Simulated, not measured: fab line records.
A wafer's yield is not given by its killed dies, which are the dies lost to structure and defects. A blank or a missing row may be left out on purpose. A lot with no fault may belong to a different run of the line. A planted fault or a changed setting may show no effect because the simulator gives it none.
fab line records | flow nand_harc
[record] lots = 12 | wafers = 36 | last_day = 24
route steps=1159 shown A_M0@1015 A_M1@1049 A_BONDPAD@1059
lots untouched by any fault: they come from a run of this same line in which no faults occurred
start_h: hours from the record's first day to the start of the lot's first wafer shown | wait_h: how many hours have passed since the lot's step before this one | " as in the row above | L1.1+2: one row covering several wafers at once | - no value, or no start given | * or withheld: withheld | < > ~ a bound
route shown NAME@n: names a module that has steps shown in the file, with the first one's number in the route | usual: mean/standard deviation taken from wafers without a fault | same: alike in all rows | chamber/n: place in a boat | sites: per-site readings | _std_site: the values' standard deviation | _edge_site: mean of outer sites minus mean of inner sites | radius_mm: for every site, how far away it sits from the centre of the wafer | mask NAME#n: copy n | behind: the last tool/chamber to shape the wafer | hold: cause of the lot's hold/its duration in hours/its outcome | device: the n, p or np transistor that did not switch | end of line: tests of these same wafers at the route's end | step lacking rows: just its recipe | killed: the dies lost at the first sort to structure and to defects; this is not the yield of the wafer | map: dies across one wafer; x = killed, . = not, _ = none there
set.NAME: the setting the step ran with; set.NAME@STEP: the setting that earlier step ran with | model.NAME: the simulator's own value behind a step, which no gauge read
a sample of lots followed through the steps of the route, with each step as a table and each wafer as a row
services: the hour from which a tool's chamber was out of use, counted from the record's first day as start_h (under 0 if before that day), plus the number of hours and why
[[steps]]
[step NHARC_A_M0_PVD_20]
[recipe] target_thk_a = 50 | bias_v = 168.6 | power_w = 15000 | chamber_pressure_pa = 0.12 | time_s = 8.06 | substrate_temp_c = 50 | material = TaN
[usual] cathode_dc_power_W = 15000/2.5 | throttle_valve_pct = 29.7/0.85
lot.wafer | tool           | chamber | start_h | wait_h | cathode_dc_power_W | throttle_valve_pct
L278.4    | pvd_sputter-02 | -       | -       | -      | 14997              | 30.8
L278.5    | "              | -       | "       | "      | 15004              | 29.4
L278.6    | "              | -       | "       | "      | 14997              | 28.6
L282.2    | pvd_sputter-01 | -       | -       | -      | 15002              | 30.7
L282.5    | "              | -       | "       | "      | 15002              | 29.9
L282.6    | "              | -       | "       | "      | 15000              | 30.4
L280.1    | pvd_sputter-01 | -       | -       | -      | 15000              | 30.2
L280.4    | "              | -       | "       | "      | 15006              | 30.9
L280.6    | "              | -       | "       | "      | 15000              | 28.7
L281.1    | pvd_sputter-03 | -       | -       | -      | 14999              | 28.7
L281.3    | "              | -       | "       | "      | 15003              | 29.7
L281.5    | "              | -       | "       | "      | 15003              | 29.6
L283.2    | pvd_sputter-02 | -       | -       | -      | 14998              | 30.9
L283.1    | "              | -       | "       | "      | 14996              | 29.5
L283.6    | "              | -       | "       | "      | 15002              | 29.6
L284.2    | pvd_sputter-02 | -       | -       | -      | 14999              | 29.5
L284.3    | "              | -       | "       | "      | 14996              | 30.8
L284.1    | "              | -       | "       | "      | 15004              | 29.9
L286.4    | pvd_sputter-02 | -       | -       | -      | 15001              | 29.0
L286.1    | "              | -       | "       | "      | 15003              | 30.9
L286.5    | "              | -       | "       | "      | 15006              | 29.8
L287.4    | pvd_sputter-01 | -       | -       | -      | 15000              | 30.2
L287.2    | "              | -       | "       | "      | 14999              | 29.9
L287.5    | "              | -       | "       | "      | 14997              | 30.1
L290.3    | pvd_sputter-01 | -       | -       | -      | 15000              | 28.7
L290.1    | "              | -       | "       | "      | 15002              | 30.0
L290.2    | "              | -       | "       | "      | 15002              | 30.6
L291.4    | pvd_sputter-02 | -       | -       | -      | 14997              | 29.2
L291.5    | "              | -       | "       | "      | 14999              | 28.9
L291.6    | "              | -       | "       | "      | 15004              | 30.9
L289.4    | pvd_sputter-01 | -       | -       | -      | 14998              | 30.0
L289.6    | "              | -       | "       | "      | 15001              | 30.1
L289.5    | "              | -       | "       | "      | 15000              | 30.5
L295.2    | pvd_sputter-03 | -       | -       | -      | 14999              | 29.2
L295.4    | "              | -       | "       | "      | 15001              | 28.8
L295.6    | "              | -       | "       | "      | 15001              | 30.5
[step NHARC_A_M1_PVD_21]
[recipe] target_thk_a = 300 | chamber_pressure_pa = 5 | power_w = 5000 | substrate_temp_c = 30 | time_s = 20.49 | material = Cu
[usual] cathode_dc_power_W = 5000.2/0.88 | throttle_valve_pct = 29.7/0.89
lot.wafer | tool           | chamber | start_h | wait_h | cathode_dc_power_W | throttle_valve_pct
L278.4    | pvd_sputter-02 | -       | -       | -      | 4999.8             | 29.1
L278.5    | "              | -       | "       | "      | 5000.5             | 30.9
L278.6    | "              | -       | "       | "      | 4999.3             | 29.8
L282.2    | pvd_sputter-02 | -       | -       | -      | 4999.3             | 30.0
L282.5    | "              | -       | "       | "      | 5000.1             | 30.9
L282.6    | "              | -       | "       | "      | 4999.2             | 29.9
L280.1    | pvd_sputter-02 | -       | -       | -      | 4999.7             | 29.7
L280.4    | "              | -       | "       | "      | 5000.1             | 28.7
L280.6    | "              | -       | "       | "      | 4998.9             | 29.9
L281.3    | pvd_sputter-03 | -       | -       | -      | 5000.1             | 28.6
L281.1    | "              | -       | "       | "      | 4998.4             | 29.5
L281.5    | "              | -       | "       | "      | 4998.8             | 32.0
L283.2    | pvd_sputter-03 | -       | -       | -      | 5001.6             | 31.5
L283.1    | "              | -       | "       | "      | 4999.4             | 29.9
L283.6    | "              | -       | "       | "      | 5001.3             | 29.4
L284.1    | pvd_sputter-02 | -       | -       | -      | 5000.9             | 29.2
L284.3    | "              | -       | "       | "      | 5001.7             | 28.8
L284.2    | "              | -       | "       | "      | 5000.5             | 30.8
L286.4    | pvd_sputter-01 | -       | -       | -      | 4998.4             | 30.1
L286.1    | "              | -       | "       | "      | 5000.5             | 30.5
L286.5    | "              | -       | "       | "      | 4999.5             | 30.0
L287.4    | pvd_sputter-03 | -       | -       | -      | 5000.6             | 29.4
L287.2    | "              | -       | "       | "      | 4999.0             | 29.0
L287.5    | "              | -       | "       | "      | 4999.5             | 29.4
L290.2    | pvd_sputter-02 | -       | -       | -      | 5000.9             | 29.6
L290.1    | "              | -       | "       | "      | 5000.3             | 29.4
L290.3    | "              | -       | "       | "      | 4999.5             | 30.8
L291.4    | pvd_sputter-01 | -       | -       | -      | 5000.1             | 30.0
L291.5    | "              | -       | "       | "      | 5000.7             | 30.7
L291.6    | "              | -       | "       | "      | 4999.4             | 30.0
L289.4    | pvd_sputter-03 | -       | -       | -      | 5001.0             | 30.5
L289.6    | "              | -       | "       | "      | 5000.2             | 30.9
L289.5    | "              | -       | "       | "      | 4998.4             | 29.4
L295.4    | pvd_sputter-03 | -       | -       | -      | 5000.0             | 27.7
L295.2    | "              | -       | "       | "      | 4999.8             | 30.7
L295.6    | "              | -       | "       | "      | 5000.0             | 29.2
[step NHARC_A_BONDPAD_DEP_00]
[recipe] target_thk_a = 2500 | temp_c = 370 | target_thk_nm = 250 | pressure_torr = 3 | flow_sccm = 200 | rf_w = 450 | material = SiCN
[usual] heater_power_w = 569/64 | showerhead_vpp_V = 1294/60
lot.wafer | tool     | chamber | start_h | wait_h | heater_power_w | showerhead_vpp_V
L278.6    | pecvd-02 | 0       | 414.40  | -      | 530            | 1313
L278.5    | "        | 1       | "       | "      | 525            | 1345
L278.4    | "        | 2       | "       | "      | 590            | 1340
L282.2    | pecvd-03 | 2       | 416.04  | -      | 606            | 1182
L282.5    | "        | 0       | "       | "      | 482            | 1292
L282.6    | "        | 1       | "       | "      | 469            | 1312
L280.1    | pecvd-02 | 0       | 420.00  | -      | 467            | 1325
L280.6    | "        | 0       | "       | "      | 510            | 1336
L280.4    | "        | 1       | "       | "      | 563            | 1336
L281.1    | pecvd-04 | 1       | 435.62  | -      | 699            | 1295
L281.3    | "        | 0       | "       | "      | 629            | 1224
L281.5    | "        | 1       | "       | "      | 707            | 1301
L283.2    | pecvd-03 | 2       | 436.95  | -      | 638            | 1168
L283.1    | "        | 0       | "       | "      | 520            | 1320
L283.6    | "        | 2       | "       | "      | 671            | 1205
L284.1    | pecvd-03 | 0       | 449.62  | -      | 511            | 1295
L284.3    | "        | 1       | "       | "      | 555            | 1339
L284.2    | "        | 2       | "       | "      | 594            | 1181
L286.1    | pecvd-03 | 2       | 468.38  | -      | 587            | 1191
L286.5    | "        | 1       | "       | "      | 528            | 1323
L286.4    | "        | 2       | "       | "      | 593            | 1198
L287.2    | pecvd-03 | 2       | 471.37  | -      | 597            | 1192
L287.5    | "        | 1       | "       | "      | 537            | 1319
L287.4    | "        | 2       | "       | "      | 614            | 1196
L290.3    | pecvd-03 | 2       | 506.57  | -      | 623            | 1188
L290.1    | "        | 0       | "       | "      | 482            | 1271
L290.2    | "        | 1       | "       | "      | 568            | 1353
L291.5    | pecvd-03 | 1       | 507.20  | -      | 589            | 1362
L291.4    | "        | 2       | "       | "      | 562            | 1203
L291.6    | "        | 0       | "       | "      | 493            | 1276
L289.5    | pecvd-03 | 2       | 512.38  | -      | 526            | 1174
L289.4    | "        | 0       | "       | "      | 513            | 1305
L289.6    | "        | 1       | "       | "      | 575            | 1338
L295.2    | pecvd-03 | 1       | 520.55  | -      | 565            | 1335
L295.6    | "        | 2       | "       | "      | 497            | 1181
L295.4    | "        | 1       | "       | "      | 581            | 1339
[step NHARC_A_BONDPAD_THK_MEAS_30]
[recipe] thk_meas_gauge = ellipsometry
[usual] thk_nm = 200.0/1.5
lot.wafer | tool          | chamber | start_h | wait_h | thk_nm
L278.4    | film_metro-01 | -       | 414.92  | 0.2    | 197.5
L278.5    | "             | -       | "       | "      | 198.9
L278.6    | "             | -       | "       | "      | 198.3
L282.2    | film_metro-02 | -       | 416.71  | 0.2    | 200.5
L282.5    | "             | -       | "       | "      | 198.2
L282.6    | "             | -       | "       | "      | 201.3
L280.1    | film_metro-02 | -       | 420.66  | 0.2    | 198.6
L280.4    | "             | -       | "       | "      | 199.8
L280.6    | "             | -       | "       | "      | 199.8
L281.1    | film_metro-02 | -       | 436.28  | 0.2    | 200.1
L281.3    | "             | -       | "       | "      | 199.5
L281.5    | "             | -       | "       | "      | 200.3
L283.1    | film_metro-01 | -       | 437.56  | 0.2    | 201.3
L283.2    | "             | -       | "       | "      | 199.7
L283.6    | "             | -       | "       | "      | 202.7
L284.1    | film_metro-02 | -       | 450.27  | 0.2    | 201.2
L284.2    | "             | -       | "       | "      | 200.2
L284.3    | "             | -       | "       | "      | 199.2
L286.1    | film_metro-01 | -       | 468.99  | 0.2    | 199.2
L286.4    | "             | -       | "       | "      | 198.9
L286.5    | "             | -       | "       | "      | 198.2
L287.2    | film_metro-02 | -       | 471.98  | 0.2    | 201.1
L287.4    | "             | -       | "       | "      | 199.0
L287.5    | "             | -       | "       | "      | 199.6
L290.1    | film_metro-01 | -       | 507.23  | 0.2    | 199.4
L290.2    | "             | -       | "       | "      | 201.7
L290.3    | "             | -       | "       | "      | 170.8
L291.4    | film_metro-01 | -       | 507.72  | 0.2    | 170.4
L291.5    | "             | -       | "       | "      | 198.2
L291.6    | "             | -       | "       | "      | 199.0
L289.4    | film_metro-02 | -       | 512.90  | 0.2    | 201.6
L289.5    | "             | -       | "       | "      | 171.5
L289.6    | "             | -       | "       | "      | 199.3
L295.2    | film_metro-02 | -       | 521.12  | 0.2    | 201.6
L295.4    | "             | -       | "       | "      | 201.1
L295.6    | "             | -       | "       | "      | 172.6
[step NHARC_A_BONDPAD_CD_MEAS_09]
[recipe] target_cd_nm = 500 | landing_energy_ev = 500
[usual] cd_nm = 500.2/1.6
lot.wafer | tool      | chamber | start_h | wait_h | cd_nm
L278.4    | cd_sem-01 | 0       | 415.50  | -      | 500.5
L278.5    | "         | 0       | "       | "      | 501.2
L278.6    | "         | 0       | "       | "      | 501.3
L282.2    | cd_sem-03 | 0       | 417.15  | -      | 500.7
L282.5    | "         | 0       | "       | "      | 501.9
L282.6    | "         | 0       | "       | "      | 501.5
L280.1    | cd_sem-01 | 0       | 421.10  | -      | 499.9
L280.4    | "         | 0       | "       | "      | 498.2
L280.6    | "         | 0       | "       | "      | 501.0
L281.1    | cd_sem-01 | 0       | 436.73  | -      | 498.4
L281.3    | "         | 0       | "       | "      | 496.7
L281.5    | "         | 0       | "       | "      | 496.5
L283.1    | cd_sem-03 | 0       | 438.13  | -      | 501.0
L283.2    | "         | 0       | "       | "      | 501.1
L283.6    | "         | 0       | "       | "      | 501.3
L284.1    | cd_sem-03 | 0       | 450.85  | -      | 499.4
L284.2    | "         | 0       | "       | "      | 500.2
L284.3    | "         | 0       | "       | "      | 501.1
L286.1    | cd_sem-02 | 0       | 469.55  | -      | 498.4
L286.4    | "         | 0       | "       | "      | 498.9
L286.5    | "         | 0       | "       | "      | 498.3
L287.2    | cd_sem-01 | 0       | 472.55  | -      | 501.2
L287.4    | "         | 0       | "       | "      | 499.9
L287.5    | "         | 0       | "       | "      | 501.8
L290.1    | cd_sem-02 | 0       | 507.67  | -      | 502.8
L290.2    | "         | 0       | "       | "      | 501.1
L290.3    | "         | 0       | "       | "      | 501.5
L291.4    | cd_sem-02 | 0       | 508.29  | -      | 498.6
L291.5    | "         | 0       | "       | "      | 498.9
L291.6    | "         | 0       | "       | "      | 499.1
L289.4    | cd_sem-02 | 0       | 513.48  | -      | 499.3
L289.5    | "         | 0       | "       | "      | 499.8
L289.6    | "         | 0       | "       | "      | 498.4
L295.2    | cd_sem-02 | 0       | 521.69  | -      | 501.0
L295.4    | "         | 0       | "       | "      | 500.8
L295.6    | "         | 0       | "       | "      | 500.6
[[services]]
tool           | chamber | start_h | hours | kind
pecvd-04       | 0       | 390.01  | -     | clean
pecvd-04       | 1       | 390.01  | -     | clean
pecvd-04       | 2       | 390.01  | -     | clean
pvd_sputter-02 | -       | 392.06  | 10.0  | pm
pvd_sputter-01 | -       | 423.68  | 14.6  | repair
pvd_sputter-01 | -       | 452.56  | 1.1   | repair
pvd_sputter-03 | -       | 456.19  | 2.4   | repair
pecvd-03       | -       | 473.00  | 13.0  | pm
pecvd-03       | 0       | 473.00  | 13.0  | vent_cycle
pecvd-03       | 1       | 473.00  | 13.0  | vent_cycle
pecvd-03       | 2       | 473.00  | 13.0  | vent_cycle
pecvd-03       | 0       | 486.00  | -     | clean
pecvd-03       | 1       | 486.00  | -     | clean
pecvd-03       | 2       | 486.00  | -     | clean
pecvd-03       | 1       | 486.64  | -     | calibration
pvd_sputter-03 | -       | 487.68  | 5.5   | repair
pecvd-02       | -       | 515.37  | 13.0  | pm
pecvd-02       | 0       | 515.37  | 13.0  | vent_cycle
pecvd-02       | 1       | 515.37  | 13.0  | vent_cycle
pecvd-02       | 2       | 515.37  | 13.0  | vent_cycle
pvd_sputter-01 | -       | 518.03  | 10.0  | pm
[[key]]
[first_sign] step = NHARC_A_BONDPAD_THK_MEAS_30 | reading = thk_nm | direction = down | sigmas = 19 | usual = 200.0 | struck = 171.3
effect none on later readings
met_at NHARC_A_BONDPAD_DEP_00
struck_lots L289,L290,L291,L295
struck_wafers L289.5,L290.3,L291.4,L295.6
not_acting_at NHARC_A_M0_PVD_20,NHARC_A_M1_PVD_21,NHARC_A_BONDPAD_CD_MEAS_09
[fault] kind = site_profile_drift | tool = pecvd-03 | chamber = 2 | onset_h = 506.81 | steps = NHARC_A_BONDPAD_DEP_00 | basis = fraction | max_abs_drift = 0.25344 | slope_share_per_hr = 56.32 | site_pattern = 0,0,0,0,0,-1,-1,-1,-1
